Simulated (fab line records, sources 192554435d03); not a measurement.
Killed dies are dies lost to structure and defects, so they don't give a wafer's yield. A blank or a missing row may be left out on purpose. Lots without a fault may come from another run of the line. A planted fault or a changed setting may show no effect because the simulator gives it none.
fab line records | flow n5_finfet
record lots=7 wafers=21
route steps=1938 shown BEOL_M3@931 BEOL_M6@1204 BEOL_M7@1299
start_h: hours from the record's first day to the start of the lot's first wafer shown | wait_h: hours since the lot's step before | " the same as in the row above | L1.1+2: a row that stands for several wafers | - no value, or no start given | * or withheld: withheld | < > ~ a bound
route shown NAME@n: a module of which the file shows steps, and the number in the route of the first | usual: mean/standard deviation of fault-free wafers | same: alike in all rows | chamber/n: place in a boat | sites: the reading at each site | _std_site: their standard deviation | _edge_site: outer sites' mean less inner sites' | radius_mm: how far each site lies from the wafer's centre | mask NAME#n: copy n | behind: the tool/chamber that last shaped the wafer | hold: why the lot was held/for how many hours/how that ended | device: the transistor (n, p or np) that didn't switch | end of line: the same wafers' tests at the end of the route | a step without rows: its recipe alone | killed: dies lost to structure and defects at the first sort, not the wafer's yield | map: a wafer's dies, x killed, . not, _ none there
set.NAME: the setting as run; set.NAME@STEP: as run at that earlier step | model.NAME: the simulator's own value behind a step, which no gauge read
lots whose settings were changed on purpose; a table a step, a row a wafer
## steps
# step N5_BEOL_M3_ILD_DEP_00
# recipe material=SiOC target_thk_a=790 temp_c=350 precursor=DEMS/O2 pressure_torr=5 rf_w=500 time_s=15.3
# columns lot.wafer tool chamber start_h wait_h set.time_s model.SiOC_of_BEOL_M3_ILD_DEP_00.thk_nm
L078.4 pecvd-04 0 192.21 0.1 15.3 80.4
L078.5 " 2 " " 17.04 88.6
L078.6 " 1 " " 15.3 80
L082.1 pecvd-03 1 204.04 0.0 15.3 78.4
L082.3 " 0 " " 15.3 77.8
L082.4 " 2 " " 15.3 80.6
L083.1 pecvd-04 1 209.63 0.0 13.47 69.6
L083.4 " 0 " " 15.3 80.2
L083.5 " 2 " " 13.47 70.6
L086.2 pecvd-04 2 222.37 0.0 15.3 78
L086.5 " 2 " " 15.3 79.4
L086.6 " 0 " " 15.3 78.2
L091.4 pecvd-02 0 263.69 0.1 13.93 73.2
L091.5 " 2 " " 15.3 79.4
L091.6 " 1 " " 13.93 72.2
L095.2 pecvd-04 1 286.35 0.0 15.3 77.8
L095.3 " 2 " " 15.3 78.8
L095.6 " 0 " " 16.13 84.2
L097.1 pecvd-03 1 298.75 0.0 15.3 79.8
L097.2 " 2 " " 15.3 80.2
L097.6 " 0 " " 13.34 68.8
# step N5_BEOL_M3_THK_MEAS_01
# recipe reads=SiOC_of_BEOL_M3_ILD_DEP_00
# usual M3_ILD_THK=78.9/1
# columns lot.wafer tool chamber start_h wait_h set.time_s@BEOL_M3_ILD_DEP_00 M3_ILD_THK[nm]
L078.4 film_metro-02 - 192.26 0.0 15.3 80.4
L078.5 " - " " 17.04 88.7
L078.6 " - " " 15.3 79.9
L082.1 film_metro-01 - 204.10 0.0 15.3 78.5
L082.3 " - " " 15.3 77.7
L082.4 " - " " 15.3 80.6
L083.1 film_metro-01 - 209.70 0.0 13.47 69.6
L083.4 " - " " 15.3 80.2
L083.5 " - " " 13.47 70.6
L086.2 film_metro-02 - 222.44 0.1 15.3 78.1
L086.5 " - " " 15.3 79.3
L086.6 " - " " 15.3 78.2
L091.4 film_metro-01 - 263.74 0.0 13.93 73.3
L091.5 " - " " 15.3 79.4
L091.6 " - " " 13.93 72.1
L095.2 film_metro-02 - 286.42 0.1 15.3 77.9
L095.3 " - " " 15.3 78.7
L095.6 " - " " 16.13 84.2
L097.1 film_metro-02 - 298.81 0.0 15.3 79.9
L097.2 " - " " 15.3 80.1
L097.6 " - " " 13.34 68.8
# step N5_BEOL_M3_ETCH_70
# recipe chemistry=N2/H2 target=SOC target_depth_a=800 overetch_a=160 mask_material=SiARC temp_c=40 time_s=120 ion_energy_ev=200 pressure_mtorr=30 source_w=840 bias_w=150 n2_flow_sccm=200 h2_flow_sccm=200
# usual rf_vpp_V=524.3/2.4
# columns lot.wafer tool chamber start_h wait_h set.bias_w rf_vpp_V model.SiARC_of_BEOL_M3_COAT_68.thk_nm
L078.4 rie_diel-06 1 200.03 0.0 162.5 550.0 5.8
L078.5 " 2 " " 162.5 553.6 5.6
L078.6 " 1 " " 150 524.9 6.4
L082.1 rie_diel-01 0 221.36 0.0 171 569.7 5.6
L082.3 " 1 " " 150 524.7 6.6
L082.4 " 3 " " 150 522.4 6.2
L083.1 rie_diel-01 1 224.78 0.0 150 524.8 6.4
L083.4 " 0 " " 150 526.0 6.6
L083.5 " 3 " " 150 522.7 6.2
L086.2 rie_diel-06 3 240.52 0.0 150 518.8 6.6
L086.5 " 2 " " 150 525.0 6.2
L086.6 " 1 " " 150 523.2 6.4
L091.4 rie_diel-01 1 268.88 0.0 150 524.0 6.6
L091.5 " 2 " " 150 520.8 6.4
L091.6 " 0 " " 132.2 484.8 7.4
L095.2 rie_diel-04 2 292.77 0.0 150 521.0 6.4
L095.3 " 1 " " 150 527.9 6.4
L095.6 " 1 " " 150 525.9 6.4
L097.1 rie_diel-01 2 312.40 0.0 150 518.8 6.4
L097.2 " 1 " " 150 524.8 6.4
L097.6 " 2 " " 150 520.1 6.2
# step N5_BEOL_M6_EXPOSE_08
# recipe mask_id=M6 na=1.35 source_shape=dipole sigma_inner=0.817 sigma_outer=0.97 polarization=te dose_mj=68.25
# columns lot.wafer tool chamber start_h wait_h mask set.dose_mj
L078.4+5+6 arfi_scanner-02 0 237.92 - M6#0 68.25
L082.1+4 arfi_scanner-02 0 260.29 - M6#0 65.6
L082.3 " 0 " " M6#0 68.25
L083.1 arfi_scanner-03 0 265.90 - M6#0 68.25
L083.4+5 " 0 " " M6#0 70.38
L086.2+5+6 arfi_scanner-01 0 274.62 - M6#0 68.25
L091.4+5+6 arfi_scanner-01 0 316.93 - M6#0 68.25
L095.2+3+6 arfi_scanner-01 0 332.22 - M6#0 68.25
L097.1+2+6 arfi_scanner-02 0 357.41 - M6#0 68.25
# step N5_BEOL_M6_PEB_09
# recipe peb_temp_c=withheld peb_time_s=60 resist=CAR-ArF
# step N5_BEOL_M6_DEVELOP_10
# recipe develop_time_s=30 developer=TMAH resist=CAR-ArF rinse_liquid=diw dry=air_spin dev_temp_c=23
# step N5_BEOL_M6_DESCUM_16
# recipe chemistry=O2 time_s=7.9 source_power_w=50 bias_power_w=20 pressure_mtorr=20 rf_frequency_hz=2.712e+07 temp_c=40 resist=CAR-ArF o2_flow_sccm=225
# step N5_BEOL_M6_ETCH_61
# recipe chemistry=CF4 target=SiARC target_depth_a=455 mask_material=CAR-ArF time_s=75.8 ion_energy_ev=80 pressure_mtorr=40 source_w=545 bias_w=36 Ar_flow_sccm=100 cf4_flow_sccm=100 ends=cleared
# columns lot.wafer tool chamber start_h wait_h set.dose_mj@BEOL_M6_EXPOSE_08 model.BEOL_M6.cd_offset_nm
L078.4+6 rie_diel-03 3 238.16 0.0 68.25 -0.2
L078.5 " 0 " " 68.25 -1
L082.1 rie_diel-05 3 260.54 0.0 65.6 -1.2
L082.3 " 1 " " 68.25 0.6
L082.4 " 1 " " 65.6 -1.6
L083.1 rie_diel-03 1 266.15 0.0 68.25 -0.2
L083.4 " 2 " " 70.38 1.8
L083.5 " 2 " " 70.38 1.4
L086.2 rie_diel-02 1 274.87 0.0 68.25 0.2
L086.5 " 0 " " 68.25 0
L086.6 " 3 " " 68.25 0.4
L091.4 rie_diel-05 3 317.16 0.0 68.25 -0.2
L091.5 " 0 " " 68.25 -0.6
L091.6 " 1 " " 68.25 -0.4
L095.2 rie_diel-02 0 333.46 0.0 68.25 -0.4
L095.3 " 2 " " 68.25 -0.2
L095.6 " 3 " " 68.25 -0.8
L097.1+6 rie_diel-03 2,3 357.66 0.0 68.25 0
L097.2 " 0 " " 68.25 -0.4
# step N5_BEOL_M6_ETCH_62
# recipe chemistry=N2/H2 target=SOC target_depth_a=1100 overetch_a=220 mask_material=SiARC temp_c=40 time_s=165 ion_energy_ev=200 pressure_mtorr=30 source_w=840 bias_w=150 n2_flow_sccm=200 h2_flow_sccm=200
# columns lot.wafer tool chamber start_h wait_h set.dose_mj@BEOL_M6_EXPOSE_08 model.BEOL_M6.cd_offset_nm
L078.4 rie_diel-03 3 238.21 0.0 68.25 0
L078.5 " 0 " " 68.25 -0.6
L078.6 " 3 " " 68.25 -0.2
L082.1 rie_diel-05 3 260.60 0.0 65.6 -1
L082.3 " 1 " " 68.25 0.8
L082.4 " 1 " " 65.6 -1.6
L083.1 rie_diel-03 1 266.21 0.0 68.25 0
L083.4 " 2 " " 70.38 2.2
L083.5 " 2 " " 70.38 1.6
L086.2+6 rie_diel-02 1,3 274.92 0.0 68.25 0.2
L086.5 " 0 " " 68.25 -0.2
L091.4 rie_diel-05 3 317.22 0.0 68.25 -0.2
L091.5+6 " 0,1 " " 68.25 -0.6
L095.2+6 rie_diel-02 0,3 333.52 0.0 68.25 -1
L095.3 " 2 " " 68.25 -0.6
L097.1 rie_diel-03 2 357.72 0.0 68.25 0
L097.2 " 0 " " 68.25 -0.6
L097.6 " 3 " " 68.25 0.2
# step N5_BEOL_M6_STRIP_68
# recipe chemistry=N2/H2 temp_c=40 n2_flow_sccm=200 h2_flow_sccm=200 rf_frequency_hz=6e+07
# step N5_BEOL_M6_STRIP_67
# recipe chemistry=CF4 resist=SiARC power_w=300 bias_power_w=75 pressure_mtorr=50 cf4_flow_sccm=150 rf_frequency_hz=6e+07
# step N5_BEOL_M6_HM_OPEN_17
# recipe chemistry=Cl2/BCl3 target_depth_a=200 overetch_a=60 target=TiN mask_material=SOC ion_energy_ev=150 pressure_mtorr=10 icp_w=1000 bias_w=126 Cl2_flow_sccm=53.25 bcl3_flow_sccm=21.75 Ar_flow_sccm=25
# step N5_BEOL_M6_STRIP_19
# recipe chemistry=O2 power_w=400 temp_c=40 pressure_mtorr=30 rf_frequency_hz=6e+07 bias_power_w=0 overash_fraction=0.2 o2_flow_sccm=225
# step N5_BEOL_M6_CD_MEAS_18
# recipe pitch_nm=80 target_cd_nm=40
# usual cd_nm=40.0/0.52
# columns lot.wafer tool chamber start_h wait_h set.dose_mj@BEOL_M6_EXPOSE_08 cd_nm
L078.4 cd_sem-02 - 238.59 0.1 68.25 39.6
L078.5 " - " " 68.25 39.5
L078.6 " - " " 68.25 39.9
L082.1 cd_sem-03 - 260.96 0.0 65.6 39.0
L082.3 " - " " 68.25 40.6
L082.4 " - " " 65.6 38.7
L083.1 cd_sem-02 - 266.57 0.0 68.25 39.7
L083.4 " - " " 70.38 42.0
L083.5 " - " " 70.38 41.5
L086.2 cd_sem-01 - 275.49 0.1 68.25 40.4
L086.5 " - " " 68.25 40.0
L086.6 " - " " 68.25 40.1
L091.4 cd_sem-03 - 317.60 0.1 68.25 39.5
L091.5 " - " " 68.25 39.4
L091.6 " - " " 68.25 39.1
L095.2 cd_sem-03 - 333.95 0.1 68.25 38.8
L095.3 " - " " 68.25 39.5
L095.6 " - " " 68.25 39.4
L097.1 cd_sem-03 - 358.09 0.0 68.25 40.1
L097.2 " - " " 68.25 39.6
L097.6 " - " " 68.25 40.4
# step N5_BEOL_M6_COAT_63
# recipe resist=SOC temp_c=250 time_s=60 spin_rpm=1500 resist_thk_nm=60
# step N5_BEOL_M6_COAT_64
# recipe resist=SiARC temp_c=220 time_s=60 spin_rpm=1500 resist_thk_nm=12
# step N5_BEOL_M6_PRECLEAN_42
# recipe chemistry=residue_remover time_s=60 temp_c=40
# step N5_BEOL_M6_SRD_43
# recipe time_s=30 temp_c=23 rinse_liquid=diw dry=ipa_marangoni
# step N5_BEOL_M6_CD_MEAS_35
# recipe target_cd_nm=40 target_cd_y_nm=28 polarity=opening
# usual cd_nm=40.0/0.5
# columns lot.wafer tool chamber start_h wait_h set.dose_mj@BEOL_M6_EXPOSE_08 cd_nm
L078.4 cd_sem-03 - 240.69 0.0 68.25 39.6
L078.5 " - " " 68.25 39.6
L078.6 " - " " 68.25 39.6
L082.1 cd_sem-03 - 262.49 0.0 65.6 39.0
L082.3 " - " " 68.25 40.5
L082.4 " - " " 65.6 38.8
L083.1 cd_sem-03 - 268.76 0.0 68.25 40.2
L083.4 " - " " 70.38 42.1
L083.5 " - " " 70.38 41.7
L086.2 cd_sem-01 - 276.94 0.0 68.25 40.1
L086.5 " - " " 68.25 40.0
L086.6 " - " " 68.25 40.2
L091.4 cd_sem-01 - 319.00 0.0 68.25 39.3
L091.5 " - " " 68.25 39.9
L091.6 " - " " 68.25 39.3
L095.2 cd_sem-01 - 336.31 0.0 68.25 38.9
L095.3 " - " " 68.25 39.6
L095.6 " - " " 68.25 38.8
L097.1 cd_sem-03 - 362.76 0.0 68.25 40.0
L097.2 " - " " 68.25 39.4
L097.6 " - " " 68.25 40.4
# step N5_BEOL_M7_DESCUM_33
# recipe chemistry=O2 time_s=7 source_power_w=50 bias_power_w=20 pressure_mtorr=20 rf_frequency_hz=2.712e+07 temp_c=40 resist=CAR-EUV o2_flow_sccm=225
# columns lot.wafer tool chamber start_h wait_h set.time_s
L078.4+5 rie_diel-04 0,3 250.20 0.8 7
L078.6 " 2 " " 6.396
L082.1+3+4 rie_diel-06 0,2,3 273.84 0.0 7
L083.1+5 rie_diel-04 3,1 276.08 0.0 7
L083.4 " 1 " " 8.05
L086.2+5+6 rie_diel-04 3,2,1 288.45 0.0 7
L091.4+5+6 rie_diel-04 2,0,3 328.48 0.6 7
L095.2+3+6 rie_diel-04 3,0,2 345.57 0.0 7
L097.1+2+6 rie_diel-06 2,0,3 370.87 0.0 7
# step N5_BEOL_M7_ETCH_72
# recipe chemistry=N2/H2 target=underlayer target_depth_a=65 mask_material=CAR-EUV time_s=5.2 ion_energy_ev=200 pressure_mtorr=30 source_w=840 bias_w=150 n2_flow_sccm=200 h2_flow_sccm=200 ends=cleared
# columns lot.wafer tool chamber start_h wait_h set.time_s@BEOL_M7_DESCUM_33 model.CAR-EUV_of_BEOL_M7_COAT_22.thk_nm
L078.4+5 rie_diel-04 0,3 250.23 0.0 7 20.2
L078.6 " 2 " " 6.396 20.6
L082.1 rie_diel-06 0 273.88 0.0 7 20.2
L082.3+4 " 2,3 " " 7 20.4
L083.1+5 rie_diel-04 3,1 276.12 0.0 7 20.4
L083.4 " 1 " " 8.05 19.8
L086.2+6 rie_diel-04 3,1 288.49 0.0 7 20.2
L086.5 " 2 " " 7 20.4
L091.4+6 rie_diel-04 2,3 328.52 0.0 7 20.4
L091.5 " 0 " " 7 20.2
L095.2+6 rie_diel-04 3,2 345.61 0.0 7 20.4
L095.3 " 0 " " 7 20.2
L097.1+2+6 rie_diel-06 2,0,3 370.91 0.0 7 20.4
# step N5_BEOL_M7_VIA_ETCH_34
# recipe chemistry=C4F6/O2 target=SiCOH_lowk target_depth_a=1255 mask_material=SOC taper_deg=4 time_s=50.5 ion_energy_ev=250 pressure_mtorr=30 source_w=345 bias_w=185 Ar_flow_sccm=300 C4F6_flow_sccm=10 O2_flow_sccm=10
# usual rf_vpp_V=669/6.6
# columns lot.wafer tool chamber start_h wait_h set.source_w rf_vpp_V
L078.4 rie_diel-04 0 250.38 0.0 345 670
L078.5 " 3 " " 345 671
L078.6 " 2 " " 345 672
L082.1 rie_diel-06 0 274.02 0.0 363.5 647
L082.3 " 2 " " 345 676
L082.4 " 3 " " 363.5 648
L083.1 rie_diel-04 3 276.26 0.0 345 671
L083.4 " 1 " " 345 668
L083.5 " 1 " " 345 668
L086.2 rie_diel-04 3 288.63 0.0 345 672
L086.5 " 2 " " 345 672
L086.6 " 1 " " 345 668
L091.4 rie_diel-04 2 328.66 0.0 345 670
L091.5 " 0 " " 293.9 727
L091.6 " 3 " " 293.9 730
L095.2 rie_diel-04 3 345.76 0.0 345 671
L095.3 " 0 " " 315.3 700
L095.6 " 2 " " 315.3 703
L097.1 rie_diel-06 2 371.05 0.0 345 676
L097.2 " 0 " " 345 663
L097.6 " 3 " " 345 677
# step N5_BEOL_M7_TRENCH_ETCH_37
# recipe chemistry=C4F6/O2 target_depth_a=934.78 target=SiCOH_lowk time_s=31.2 ion_energy_ev=250 pressure_mtorr=30 source_w=345 bias_w=185 Ar_flow_sccm=300 C4F6_flow_sccm=10 O2_flow_sccm=10
# columns lot.wafer tool chamber start_h wait_h set.time_s model.BEOL_M7.feature_depth_nm model.etch.depth_nm
L078.4 rie_diel-04 0 - - 31.2 93.2 93.19
L078.5 " 3 " " 31.2 93.2 93.13
L078.6 " 2 " " 31.2 92.4 92.4
L082.1 rie_diel-06 0 - - 31.2 94.2 94.21
L082.3 " 2 " " 29.18 88.8 88.82
L082.4 " 3 " " 31.2 91 90.94
L083.1 rie_diel-04 3 - - 28.48 86.2 86.28
L083.4 " 1 " " 31.2 96 96
L083.5 " 1 " " 31.2 95 95.03
L086.2 rie_diel-04 3 - - 31.2 93.8 93.81
L086.5 " 2 " " 31.2 92.2 92.24
L086.6 " 1 " " 31.2 94.8 94.72
L091.4 rie_diel-04 2 - - 28.01 83.6 83.67
L091.5 " 0 " " 31.2 94.4 94.32
L091.6 " 3 " " 28.01 84.8 84.81
L095.2 rie_diel-04 3 - - 31.2 93.4 93.39
L095.3 " 0 " " 31.2 93 93.08
L095.6 " 2 " " 31.2 92.4 92.37
L097.1 rie_diel-06 2 - - 36.86 111.6 111.5
L097.2 " 0 " " 31.2 93.8 93.89
L097.6 " 3 " " 31.2 94.8 94.7
# step N5_BEOL_M7_ETCH_41
# recipe chemistry=CH3F/O2 target=SiCN target_depth_a=319 taper_deg=2 time_s=57.8 ion_energy_ev=120 mask_material=TiN pressure_mtorr=30 source_w=395 bias_w=75 Ar_flow_sccm=150 CH3F_flow_sccm=30 O2_flow_sccm=20
# step N5_BEOL_M7_STRIP_80
# recipe chemistry=N2/H2 time_s=10 power_w=450 temp_c=40 pressure_mtorr=20 rf_frequency_hz=6e+07 bias_power_w=7 n2_flow_sccm=200 h2_flow_sccm=200
# step N5_BEOL_M7_OCD_MEAS_38
# usual trench_depth_nm=93.5/1.4
# columns lot.wafer tool chamber start_h wait_h set.time_s@BEOL_M7_TRENCH_ETCH_37 trench_depth_nm
L078.4 ocd-01 - 250.63 - 31.2 92.9
L078.5 " - " " 31.2 93.3
L078.6 " - " " 31.2 92.5
L082.1 ocd-02 - 274.27 - 31.2 94.2
L082.3 " - " " 29.18 88.9
L082.4 " - " " 31.2 90.7
L083.1 ocd-01 - 276.51 - 28.48 86.2
L083.4 " - " " 31.2 95.7
L083.5 " - " " 31.2 95.5
L086.2 ocd-02 - 288.88 - 31.2 93.8
L086.5 " - " " 31.2 92.1
L086.6 " - " " 31.2 94.9
L091.4 ocd-02 - 328.93 - 28.01 83.7
L091.5 " - " " 31.2 94.6
L091.6 " - " " 28.01 85.2
L095.2 ocd-02 - 346.01 - 31.2 93.6
L095.3 " - " " 31.2 93.0
L095.6 " - " " 31.2 92.6
L097.1 ocd-01 - 371.30 - 36.86 111.6
L097.2 " - " " 31.2 94.0
L097.6 " - " " 31.2 94.7
## key
split step=N5_BEOL_M3_ILD_DEP_00 setting=time_s stated=15.3 by=wafer
response step=N5_BEOL_M3_ILD_DEP_00 reading=model.SiOC_of_BEOL_M3_ILD_DEP_00.thk_nm change=+0.827 per=1% r=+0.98
response step=N5_BEOL_M3_THK_MEAS_01 reading=M3_ILD_THK change=+0.828 per=1% r=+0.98
split step=N5_BEOL_M3_ETCH_70 setting=bias_w stated=150 by=wafer
response step=N5_BEOL_M3_ETCH_70 reading=rf_vpp_V change=+3.24 per=1% r=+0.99
response step=N5_BEOL_M3_ETCH_70 reading=model.SiARC_of_BEOL_M3_COAT_68.thk_nm change=-0.0682 per=1% r=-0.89
split step=N5_BEOL_M6_EXPOSE_08 setting=dose_mj stated=68.25 by=wafer
response step=N5_BEOL_M6_ETCH_61 reading=model.BEOL_M6.cd_offset_nm change=+0.539 per=1% r=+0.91
response step=N5_BEOL_M6_ETCH_62 reading=model.BEOL_M6.cd_offset_nm change=+0.568 per=1% r=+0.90
response step=N5_BEOL_M6_CD_MEAS_18 reading=cd_nm change=+0.514 per=1% r=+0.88
response step=N5_BEOL_M6_CD_MEAS_35 reading=cd_nm change=+0.462 per=1% r=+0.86
split step=N5_BEOL_M7_DESCUM_33 setting=time_s stated=7 by=wafer
response step=N5_BEOL_M7_ETCH_72 reading=model.CAR-EUV_of_BEOL_M7_COAT_22.thk_nm change=-0.0416 per=1% r=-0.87
split step=N5_BEOL_M7_VIA_ETCH_34 setting=source_w stated=345 by=wafer
response step=N5_BEOL_M7_VIA_ETCH_34 reading=rf_vpp_V change=-3.96 per=1% r=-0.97
split step=N5_BEOL_M7_TRENCH_ETCH_37 setting=time_s stated=31.2 by=wafer
response step=N5_BEOL_M7_TRENCH_ETCH_37 reading=model.BEOL_M7.feature_depth_nm change=+0.95 per=1% r=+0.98
response step=N5_BEOL_M7_TRENCH_ETCH_37 reading=model.etch.depth_nm change=+0.944 per=1% r=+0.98
response step=N5_BEOL_M7_OCD_MEAS_38 reading=trench_depth_nm change=+0.944 per=1% r=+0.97
